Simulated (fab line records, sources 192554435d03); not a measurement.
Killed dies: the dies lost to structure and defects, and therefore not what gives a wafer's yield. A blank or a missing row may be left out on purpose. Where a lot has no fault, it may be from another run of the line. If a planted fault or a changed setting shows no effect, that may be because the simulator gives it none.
A struck lot beside a sound one / flow n5 finfet / 16 out of 1938 route steps
Sound: wafers L761.4, L761.5, L761.6. Struck: wafers L764.1, L764.2. (L764.3 of the same lot was not struck and is left out.) The cause comes at the end.
For every step that has rows: the tool of each side, followed by ch and its chambers, followed by its first start. Under that, the readings that differ: sound wafers / struck wafers / difference of the means / sigmas: that difference in standard deviations of wafers without a fault.
alike: a reading whose means differ by less than 2 such deviations, as well as words and numbers matching on both sides. not compared: withheld readings; readings where some wafer has no value; bounds like >300 that might hide an equal value; numbers whose values overlap and for which the record gives no deviation.
A row with sigmas, a row that says differs or no value, or rows on one side alone: a step with any of these is where the two part. Numbers that have no deviation but don't overlap get no sigmas and don't part them. A reading that every wafer of one side lacks parts them only if that side has two wafers or more.

first, 1 step without rows for these wafers: N5_BEOL_M2_DEVELOP_27 (develop time 30 s).
N5_BEOL_M2_CD_MEAS_28: target cd 26.2 nm, target cd y 24.1 nm.
  sound on cd sem-01 ch 0, day 7 06:45; struck on cd sem-02 ch 0, day 8 04:23
  alike: cd nm
N5_BEOL_M2_OVL_MEAS_29:
  sound on overlay-01 ch 0, day 7 06:48; struck on overlay-02 ch 0, day 8 04:25
  alike: V1_OVL
N5_BEOL_M2_INSPECT_30: inspects for defects (brightfield).
  sound: defect inspect-01 at day 7 06:50; struck: defect inspect-02 at day 8 04:29
  alike: raw defect count
N5_BEOL_M2_DESCUM_33: chemistry O2, time 7 s.
  sound on rie diel-06 ch 2,3, day 7 06:52; struck on rie diel-01 ch 0,1, day 8 04:47
  alike: drypump motor current A, oes product au, rf vpp V, showerhead plenum p Torr, throttle valve pct
  not compared: rf hours counter h
N5_BEOL_M2_ETCH_77: etches underlayer in N2/H2, target depth 6.5 nm, time 5.2 s.
  sound on rie diel-06 ch 2,3, day 7 06:55; struck on rie diel-01 ch 0,1, day 8 04:49
  alike: drypump motor current A, etch rf on time s, oes product au, rf vpp V, showerhead plenum p Torr, throttle valve pct
  not compared: rf hours counter h
then, 1 step without rows for these wafers: N5_BEOL_M2_ETCH_69 (etches SiARC in CF4, target depth 15.6 nm, time 26 s).
N5_BEOL_M2_ALD_98: deposits SiO2, target thk 2.5 nm, pulse time 1 s, co reactant pulse time 1 s.
  sound on ald sin-02 ch 2,3, day 7 07:01; struck on ald sin-03 ch 0,2, day 8 04:55
  alike: heater power w, precursor pulse height rel
N5_BEOL_M2_ETCHBACK_99: etches SiO2 in CHF3, target depth 5 nm, time 10.4 s.
  sound on rie diel-02 ch 0,3, day 7 09:37; struck on rie diel-02 ch 0,3, day 8 08:39
  alike: drypump motor current A, oes product au, rf vpp V, showerhead plenum p Torr, throttle valve pct
  not compared: rf hours counter h
N5_BEOL_M2_ETCH_70: etches SOC in N2/H2, target depth 80 nm, overetch 24 nm, time 130 s.
  sound on rie diel-02 ch 0,3, day 7 09:39; struck on rie diel-02 ch 0,3, day 8 08:41
  alike: drypump motor current A, oes product au, rf vpp V, run length s, showerhead plenum p Torr, throttle valve pct
  not compared: rf hours counter h
then, 2 steps without rows for these wafers: N5_BEOL_M2_STRIP_71 (strips in N2/H2); N5_BEOL_M2_STRIP_78 (strips in N2/H2).
N5_BEOL_M2_VIA_ETCH_34: etches the open film in C4F6/O2, target depth 69.4 nm, time 65.9 s.
  sound on rie diel-02 ch 0,3, day 7 09:46; struck on rie diel-02 ch 0,3, day 8 08:48
reading=run length s (s); sound=89.8 89.9 89.6; struck=72.8 73.0; difference=-16.9; sigmas=-44
reading=model.etch.depth nm (nm); sound=68.97 69.19 68.24; struck=51.7 51.61; difference=-17.1; sigmas=
reading=model.SOC_of_BEOL_M2_COAT_67.thk nm (nm); sound=52 52 51.8; struck=53.8 53.8; difference=+1.9; sigmas=
  alike: drypump motor current A, oes product au, rf vpp V, showerhead plenum p Torr, throttle valve pct
  not compared: rf hours counter h
then, 1 step without rows for these wafers: N5_BEOL_M2_STRIP_83 (strips in C4F6/O2).
N5_BEOL_M4_RC_MEAS_101:
  sound on prober-02 ch 0, day 8 18:35; struck on prober-02 ch 0, day 9 12:39
  alike: DIBL_N, DIBL_P, IOFF_N, IOFF_P, ION_N, ION_P, SS_N, SS_P, VT_N, VT_P
-- a jump in the record: the struck wafers' starts before and after are 5 days apart (it breaks off in module BEOL_M4 and resumes in module PASSIVATION, where the first step shown is number 1936 of the route) --
N5_PASSIVATION_PROBE_49:
  sound: prober-01 at day 13 11:01; struck: prober-01 at day 14 05:13
reading=defect limited yield (%); sound=89.9 91.5 90.3; struck=92.9 93.5; difference=+2.6; sigmas=+2
reading=killed at front end; sound=61 43 68; struck=36 26; difference=-26; sigmas=-2
reading=killed short; sound=47 31 40; struck=21 21; difference=-18; sigmas=-3
reading=sort yield pct (%); sound=89.9 91.5 90.3; struck=92.9 93.5; difference=+2.6; sigmas=+2
  alike: killed_at_M0_to_M3, killed_at_M4_up, killed at contacts, killed at other, killed dies, killed open, sort_bin_5_function, sort_bin_6_memory, sort n pass

## WHERE THEY PART
First at N5_BEOL_M2_VIA_ETCH_34; last, within this record, at N5_PASSIVATION_PROBE_49.

WHY: what the simulator had put in
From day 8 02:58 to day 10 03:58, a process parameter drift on rie diel-02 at N5_BEOL_M2_VIA_ETCH_34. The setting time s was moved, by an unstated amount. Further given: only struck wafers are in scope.
